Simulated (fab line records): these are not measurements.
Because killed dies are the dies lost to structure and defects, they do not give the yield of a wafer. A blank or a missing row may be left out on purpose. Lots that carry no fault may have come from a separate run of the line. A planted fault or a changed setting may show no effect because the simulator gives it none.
A struck lot beside a sound one + flow nand harc + 39 out of 1302 route steps
Sound: the wafers L177.1, L177.2, L177.6. Struck: wafer L192.1. (L192.3, L192.4 of the same lot were not struck and are left out.) The cause comes at the end.
For every step that has rows: the tool of each side, followed by ch and its chambers, followed by its first start. Under that, the readings that differ: sound wafers + struck wafers + difference of the means + sigmas: that difference in standard deviations of wafers without a fault.
alike: readings with means less than 2 such deviations apart, plus words and numbers identical on both sides. not compared: withheld readings, readings lacking a value on some wafer, bounds such as >300 that could conceal the same value, and numbers that have no deviation in the record and whose values overlap.
Wherever a step has rows on one side only, a row that says differs or no value, or a row with sigmas, the two part there. Numbers that don't overlap but have no deviation are shown without sigmas and don't part them. A reading missing from all wafers of one side parts the sides only when that side holds two or more wafers.

NHARC_A_M0_CD_MEAS_09: the cd target is 80 nm.
  sound on cd sem-03 ch 0, day 24 01:59; struck on cd sem-02 ch 0, day 30 01:16
  alike: cd nm
NHARC_A_M0_OVL_MEAS_10: pitch 160 nm.
  sound on overlay-01 at day 24 02:05; struck on overlay-02 at day 30 01:21
  alike: overlay x nm, overlay y nm
NHARC_A_M0_INSPECT_11:
  sound on defect inspect-02 at day 24 02:07; struck on defect inspect-01 at day 30 01:23
  alike: raw defect count
NHARC_A_M0_DESCUM_14: chemistry O2, time 3 s.
  sound on rie diel-07 ch 0,1,3, day 24 02:11; struck on rie diel-05 ch 2, day 30 01:26
  alike: drypump motor current A, oes product au, rf vpp V, showerhead plenum p Torr, throttle valve pct
  not compared: rf hours counter h
then, 2 steps without rows for these wafers: NHARC_A_M0_ETCH_34 (etches the open film in N2/H2, target depth 40 nm, overetch 12 nm, time 43.94 s); NHARC_A_M0_ETCH_15 (etches the open film in C4F8/Ar, target depth 150 nm, overetch 15 nm, time 82.5 s).
NHARC_A_M0_CD_MEAS_16:
  sound on cd sem-03 at day 24 02:31; struck on cd sem-01 at day 30 01:44
  alike: cd nm
then, 2 steps without rows for these wafers: NHARC_A_M0_STRIP_18 (strips in N2/H2); NHARC_A_M0_STRIP_19 (strips in post etch residue remover, time 600 s).
NHARC_A_M0_DEGAS_28: time 60 s.
  sound on pvd sputter-01 at day 24 03:08; struck on pvd sputter-02 at day 30 02:25
  alike: heater power w
NHARC_A_M0_PRE_CLEAN_29: time 30 s.
  sound on pvd sputter-01; struck on pvd sputter-02
  alike: heater power w
then, 1 step without rows for these wafers: NHARC_A_M0_PVD_20 (deposits TaN, target thk 5 nm, time 8.06 s).
NHARC_A_M0_PVD_21: deposits Cu, target thk 30 nm, time 20.49 s.
  sound on pvd sputter-01 at day 24 03:22; struck on pvd sputter-02 at day 30 02:39
  alike: throttle valve pct
then, 16 steps without rows for these wafers: NHARC_A_M0_ECD_22 (material Cu, target thk 400 nm); NHARC_A_M0_ANNEAL_30 (time 90 s); NHARC_A_M0_CMP_23 (polishes, t overpolish 20 s, target thk 113.75 nm); NHARC_A_M0_SRD_25; NHARC_A_M0_PRE_CLEAN_31 (time 12 s); NHARC_A_M0_DEP_32 (deposits SiCN, target thk 30 nm); NHARC_A_M1_DEP_00 (deposits SiOC, target thk 182.5 nm); NHARC_A_M1_DEHYDRATE_01 (time 120 s); NHARC_A_M1_HMDS_02 (time 30 s); NHARC_A_M1_COAT_34 (time 65 s); NHARC_A_M1_COAT_03 (resist thk 90 nm); NHARC_A_M1_SOFTBAKE_04 (time 55 s); NHARC_A_M1_EBR_05; NHARC_A_M1_EXPOSE_06 (exposes mask A M1, target cd 120 nm); NHARC_A_M1_PEB_07 (peb time 65 s); NHARC_A_M1_DEVELOP_08 (develop time 35 s).
NHARC_A_M1_CD_MEAS_09: the cd target is 120 nm.
  sound on cd sem-02 ch 0, day 24 05:59; struck on cd sem-02 ch 0, day 30 05:16
  alike: cd nm
NHARC_A_M1_OVL_MEAS_10: pitch 240 nm.
  sound on overlay-02 at day 24 06:05; struck on overlay-01 at day 30 05:21
  alike: overlay x nm, overlay y nm
NHARC_A_M1_DESCUM_14: chemistry O2, time 3 s.
  sound on rie diel-06 ch 1,2, day 24 06:11; struck on rie diel-06 ch 3, day 30 05:28
  alike: drypump motor current A, oes product au, rf vpp V, showerhead plenum p Torr, throttle valve pct
  not compared: rf hours counter h
NHARC_A_M1_ETCH_35: etches the open film in N2/H2, target depth 40 nm, overetch 12 nm, time 43.94 s.
  sound on rie diel-06 ch 0,2,3, day 24 06:16; struck on rie diel-06 ch 3, day 30 05:32
| reading               | sound             | struck | difference | sigmas |
|-----------------------|-------------------|--------|------------|--------|
| oes product au (a.u.) | 0.982 1.005 0.992 | 1.013  | +0.020     | +3     |
  alike: drypump motor current A, rf vpp V, showerhead plenum p Torr, throttle valve pct
  not compared: rf hours counter h
then, 1 step without rows for these wafers: NHARC_A_M1_ETCH_15 (etches the open film in C4F8/Ar, target depth 182.5 nm, time 91.2 s).
NHARC_A_M1_CD_MEAS_16:
  sound on cd sem-03 at day 24 06:29; struck on cd sem-01 at day 30 05:45
| reading    | sound             | struck | difference | sigmas |
|------------|-------------------|--------|------------|--------|
| cd nm (nm) | 118.9 120.6 119.6 | 121.0  | +1.3       | +2     |
then, 3 steps without rows for these wafers: NHARC_A_M1_STRIP_18 (strips in N2/H2); NHARC_A_M1_ETCH_28 (etches the open film in CF4/N2, target depth 30 nm, time 72.99 s); NHARC_A_M1_STRIP_19 (strips in post etch residue remover, time 600 s).
-- record jumps: 3 days between struck wafers' starts before vs after; left off in module A_M1, resumes in module END, first step shown is number 1302 of the route --
NHARC_END_SORT_01:
  sound on prober-01 ch 0, day 25 16:19; struck on prober-02 ch 0, day 33 06:17
| reading                  | sound          | struck | difference | sigmas |
|--------------------------|----------------|--------|------------|--------|
| defect limited yield (%) | 86.7 86.9 88.0 | 77.4   | -9.8       | -4     |
| killed at array          | 87 82 78       | 150    | +68        | +4     |
| killed dies              | 90 89 81       | 153    | +66        | +4     |
  alike: killed at other, killed at periphery, killed open, killed short

WHERE THEY PART
First at NHARC_A_M1_ETCH_35; last, within this record, at NHARC_END_SORT_01.

WHY: what had been put in by the simulator
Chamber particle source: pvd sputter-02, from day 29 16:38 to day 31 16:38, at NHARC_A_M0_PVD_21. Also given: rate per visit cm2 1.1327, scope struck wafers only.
